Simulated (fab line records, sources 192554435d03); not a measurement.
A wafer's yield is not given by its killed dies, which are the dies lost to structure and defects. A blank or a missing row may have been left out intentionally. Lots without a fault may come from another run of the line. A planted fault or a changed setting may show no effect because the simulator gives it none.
Matching of chambers / flow n5Finfet / cmp-01 running N5_BEOL_M7_CMP_52: 4 sister chambers
The step polishes, stops on SiCOH lowk, t overpolish 6.9 s, target thk 80 nm. 4 wafers are shown with their chamber, then 9 later ones without.

## WAFERS WITH THEIR CHAMBER
wafer=L076.2; chamber=3; motorCurrentA (A)=6.0
wafer=L092.1; chamber=2; motorCurrentA (A)=5.4
wafer=L092.4; chamber=1; motorCurrentA (A)=5.7
wafer=L092.6; chamber=0; motorCurrentA (A)=6.3

## WAFERS WHOSE CHAMBER IS MISSING
wafer=L095.1; motorCurrentA (A)=5.8
wafer=L095.3; motorCurrentA (A)=5.5
wafer=L095.4; motorCurrentA (A)=6.6
wafer=L096.2; motorCurrentA (A)=5.2
wafer=L096.3; motorCurrentA (A)=6.1
wafer=L096.6; motorCurrentA (A)=6.2
wafer=L097.1; motorCurrentA (A)=5.8
wafer=L097.4; motorCurrentA (A)=6.4
wafer=L097.5; motorCurrentA (A)=5.9

## THE CHAMBER EACH PASSED THROUGH
wafer=L095.1; from the rows above=can't be placed: 1 or 3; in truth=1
wafer=L095.3; from the rows above=can't be placed: 2 or 1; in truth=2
wafer=L095.4; from the rows above=0; in truth=0
wafer=L096.2; from the rows above=2; in truth=2
wafer=L096.3; from the rows above=can't be placed: 3 or 0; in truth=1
wafer=L096.6; from the rows above=can't be placed: 0 or 3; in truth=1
wafer=L097.1; from the rows above=can't be placed: 1 or 3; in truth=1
wafer=L097.4; from the rows above=0; in truth=0
wafer=L097.5; from the rows above=can't be placed: 3 or 1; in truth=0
Correct placement for 3 of the 9. Cannot be placed on the basis of these rows: 6; the candidates contain the true chamber in 3. 0 placed wrongly.
How it was worked out, from the rows above alone: a wafer's distance from a chamber is the root of the sum, over the readings, of the square of ((its reading less the chamber's mean) divided by the reading's scatter). If the next closest chamber is less than 2 further off than the closest, the wafer can't be placed; otherwise it belongs to the closest. A chamber's mean is the mean of its shown wafers. The scatter (one wafer shown for each chamber): square how far every hidden wafer sits from the nearest shown wafer, average those squares and take the square root.
